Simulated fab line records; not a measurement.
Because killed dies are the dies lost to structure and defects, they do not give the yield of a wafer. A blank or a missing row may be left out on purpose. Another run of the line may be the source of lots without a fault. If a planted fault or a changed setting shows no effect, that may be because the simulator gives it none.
Code-filled problem report in 8D (eight disciplines) form -- flow n5 finfet -- the parts of the form that need people (team, actions taken, sign-off) are left out

1. PROBLEM STATEMENT
Wafers without a fault read 99.99 sccm, standard deviation 0.29; cf4 flow sccm at N5_BEOL_M9_ETCH_65 reads a mean of 77.49 sccm on 9 wafers belonging to 3 lots. That puts it -78 standard deviations away from the usual mean.
The step: etches SiARC in CF4, target depth 15.6 nm, time 26 s.
Seen first at day 15 10:50 on rie diel-02, wafer L418.1. At this step, 27 wafers from 9 lots have a number in the record. Rule for "out" (also "out of limits"): further than 4 standard deviations from the usual mean. The other wafers with a number count as sound.

2. WHAT IT IS AND WHAT IT IS NOT
question,is,is not
which readings at this step,cf4 flow sccm,"drypump motor current A, oes product au, rf vpp V"
which lots,"L418, L420, L424","L406, L415, L417, L422, L425, L428"
which wafers of those lots,all that have a number,-
read on which tools,rie diel-02,rie diel-03
when,from day 15 10:50,"up to then (9 sound wafers); but 9 sound wafers of L422, L425, L428 came after"

3. SUSPECTS, AND WHAT RULES EACH OUT
Counting: any tool at a process step up to the reading is kept as a suspect provided that every lot that is out went through it and no sound lot did after the first of them.
- rie diel-02 at N5_BEOL_M9_ETCH_76 (etches underlayer in N2/H2, target depth 6.5 nm, time 5.2 s): kept. It processed each lot that is out, first L418 at day 15 10:49, and no sound lot thereafter; up to then, the last sound lot it processed was L415 at day 15 01:59.
- rie diel-02 at N5_BEOL_M9_ETCH_65 (etches SiARC in CF4, target depth 15.6 nm, time 26 s): kept. It processed each lot that is out, first L418 at day 15 10:50, and no sound lot thereafter; up to then, the last sound lot it processed was L415 at day 15 02:01. On those wafers its own readings are out: cf4 flow sccm.
The count leaves rie diel-02 at N5_BEOL_M9_ETCH_65 and rie diel-02 at N5_BEOL_M9_ETCH_76.

4. THE CAUSE (what the simulator had put in)
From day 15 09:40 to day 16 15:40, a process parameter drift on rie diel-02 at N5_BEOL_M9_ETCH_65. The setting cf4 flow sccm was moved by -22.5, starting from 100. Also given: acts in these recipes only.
2 suspects survive the count, and this tool is in that group.

5. THE EFFECT CHAIN, in route order
One row per reading whose mean, taken over the struck wafers that have a number, lies over 3 standard deviations from the usual. Only readings whose record carries a usual standard deviation are examined. hours: median over the lots of the time between each lot's start at the first step of this table that gives one and its start at this step. sigmas: the change, counted in usual standard deviations.
hours,step,reading,usual,on struck wafers,change,sigmas
0,N5_BEOL_M9_ETCH_65,cf4 flow sccm,99.99 sccm,77.49,-22.50,-78
0,N5_BEOL_M9_ETCH_65,showerhead plenum p Torr,2.16 Torr,1.95,-0.21,-3.3
The process steps in it:
- N5_BEOL_M9_ETCH_65: etches SiARC in CF4, target depth 15.6 nm, time 26 s.

6. HOW IT WOULD HAVE BEEN CAUGHT EARLIER
In this record the first reading out of limits was taken at day 15 10:50, 1 hour after the fault began at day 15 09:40.
